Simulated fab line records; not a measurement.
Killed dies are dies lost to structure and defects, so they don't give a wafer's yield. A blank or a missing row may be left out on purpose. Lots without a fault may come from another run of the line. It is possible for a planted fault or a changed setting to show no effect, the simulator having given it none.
Matching of chambers    flow n5_finfet    cvd_co-02 running N5_BEOL_M9_CVD_78: 3 sister chambers
The step deposits Co from CCTBA/H2, target thk 2 nm, time 138.9 s. 14 wafers are shown with their chamber, then 7 later ones without.

EACH WAFER AND ITS CHAMBER
wafer   chamber  run_length_s (s)  chamber_pressure_Torr (Torr)
L118.2  0        161.2             29.84
L118.3  1        161.2             29.98
L118.4  0        161.6             29.98
L122.3  2        162.6             29.89
L122.5  2        162.7             29.90
L122.6  1        161.7             29.98
L125.2  1        161.6             30.03
L125.4  1        161.0             29.99
L125.5  2        162.7             30.00
L127.1  1        161.4             29.92
L127.2  0        161.3             29.82
L127.6  1        161.4             30.03
L124.1  1        161.0             30.03
L124.2  2        162.7             30.07

SIGNATURES (means of the wafers above)
reading                chamber 0  chamber 1  chamber 2  scatter within a chamber
run_length_s           161.367    161.329    162.675    0.223
chamber_pressure_Torr  29.8800    29.9943    29.9650    0.0654
Rule: a wafer lies at a distance from a chamber equal to the root of the sum of squares, over the readings, of (its reading less the chamber's mean, divided by the reading's scatter). The wafer belongs to the nearest chamber; if the next one is less than 2 further off, it can't be placed. The scatter: the root of (the sum of the squares of (reading less its chamber's mean) over the shown wafers, divided by (wafers less chambers)).

WAFERS WHOSE CHAMBER IS MISSING
wafer   run_length_s (s)  chamber_pressure_Torr (Torr)
L124.4  161.2             29.93
L131.1  163.0             29.97
L131.3  161.1             29.90
L131.4  162.2             29.92
L136.2  161.5             30.10
L136.3  161.4             29.93
L138.2  161.5             29.82

THE CHAMBER EACH PASSED THROUGH
wafer   from the rows above           in truth
L124.4  can't be placed: 0 or 1       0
L131.1  2                             2
L131.3  can't be placed: 0 or 1       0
L131.4  can't be placed: 2 or 0 or 1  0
L136.2  can't be placed: 1 or 0       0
L136.3  can't be placed: 0 or 1       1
L138.2  can't be placed: 0 or 1       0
Correctly placed: 1 of 7. Unplaceable from these rows: 6, with the true chamber sitting among the candidates in 6. Placed wrongly: 0.
